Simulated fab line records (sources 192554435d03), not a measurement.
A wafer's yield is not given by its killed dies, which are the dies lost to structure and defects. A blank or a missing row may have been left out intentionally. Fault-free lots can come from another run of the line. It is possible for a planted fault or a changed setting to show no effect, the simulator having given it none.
Matching of chambers	flow n5-finfet	N5_BEOL_M0_CO_CAP_123 on cvd-co-01 has 3 sister chambers
The step material Co, precursor CCTBA/H2, target thk 2 nm, time 102.1 s. 6 wafers are shown with their chamber, then 11 later ones without.

## WAFERS PAIRED WITH THEIR CHAMBERS
wafer	chamber	heater-power-w (W)
L348.3	0	243
L348.5	1	228
L349.1	0	246
L349.2	2	248
L349.3	1	226
L350.1	2	246

## WAFERS WHOSE CHAMBER IS MISSING
wafer	heater-power-w (W)
L350.4	254
L350.6	226
L351.1	232
L351.2	248
L351.5	250
L355.1	225
L355.2	243
L355.3	255
L358.3	248
L358.4	221
L358.6	252

## EACH ONE'S CHAMBER
wafer	from the rows above	in truth
L350.4	can't be placed: 2 or 0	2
L350.6	1	1
L351.1	1	1
L351.2	can't be placed: 2 or 0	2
L351.5	can't be placed: 2 or 0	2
L355.1	1	1
L355.2	can't be placed: 0 or 2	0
L355.3	can't be placed: 2 or 0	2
L358.3	can't be placed: 2 or 0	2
L358.4	1	1
L358.6	can't be placed: 2 or 0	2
4 of 11 placed correctly. From these rows, 7 cannot be placed; in 7 the true chamber is one of the candidates. Placed wrongly: 0.
How it was worked out, from the rows above alone: a wafer's distance from a chamber is the root of the sum, over the readings, of the square of ((its reading less the chamber's mean) divided by the reading's scatter). The wafer belongs to the nearest chamber; if the next one is less than 2 further off, it can't be placed. Each chamber's mean is taken over the wafers shown for it. How the scatter is found: for the shown wafers, subtract from each reading the mean of its chamber, square and add these, divide the total by (wafers less chambers), then take the root.
